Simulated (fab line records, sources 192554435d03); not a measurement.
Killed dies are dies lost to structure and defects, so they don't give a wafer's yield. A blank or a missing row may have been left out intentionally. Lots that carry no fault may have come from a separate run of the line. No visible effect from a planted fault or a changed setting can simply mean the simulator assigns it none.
Chamber matching    flow n5 finfet    3 sister chambers for N5_BEOL_M10_CURE_71 on uv cure-02
The step cures SiCOH lowk, time 240 s. 3 wafers are shown with their chamber, then 12 later ones without.

== WAFERS, EACH WITH ITS CHAMBER ==
wafer   chamber  wafer_temp_C_max
L084.5  0        386.4
L086.5  2        386.2
L088.5  1        386.1

== WAFERS MISSING THEIR CHAMBER ==
wafer   wafer_temp_C_max
L090.1  386.0
L090.4  386.3
L090.6  386.6
L092.1  386.7
L092.4  386.4
L092.6  386.6
L092.2  386.4
L092.3  386.5
L092.5  386.8
L094.3  386.2
L094.4  386.6
L094.5  386.6

== WHICH CHAMBER EACH WENT THROUGH ==
wafer   from the rows above           in truth
L090.1  can't be placed: 1 or 2 or 0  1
L090.4  can't be placed: 0 or 2 or 1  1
L090.6  can't be placed: 0 or 2 or 1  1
L092.1  can't be placed: 0 or 2 or 1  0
L092.4  can't be placed: 0 or 2 or 1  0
L092.6  can't be placed: 0 or 2 or 1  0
L092.2  can't be placed: 0 or 2 or 1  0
L092.3  can't be placed: 0 or 2 or 1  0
L092.5  can't be placed: 0 or 2 or 1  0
L094.3  can't be placed: 2 or 1 or 0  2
L094.4  can't be placed: 0 or 2 or 1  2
L094.5  can't be placed: 0 or 2 or 1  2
Placed correctly: 0 of 12. Not placeable from these rows: 12 (in 12, the candidates include the true chamber). 0 placed wrongly.
How it was worked out, from the rows above alone: a wafer's distance from a chamber is the root of the sum, over the readings, of the square of ((its reading less the chamber's mean) divided by the reading's scatter). If the next closest chamber is less than 2 further off than the closest, the wafer can't be placed; otherwise it belongs to the closest. A chamber's mean is the mean of its shown wafers. The scatter (one wafer shown for each chamber): square how far every hidden wafer sits from the nearest shown wafer, average those squares and take the square root.
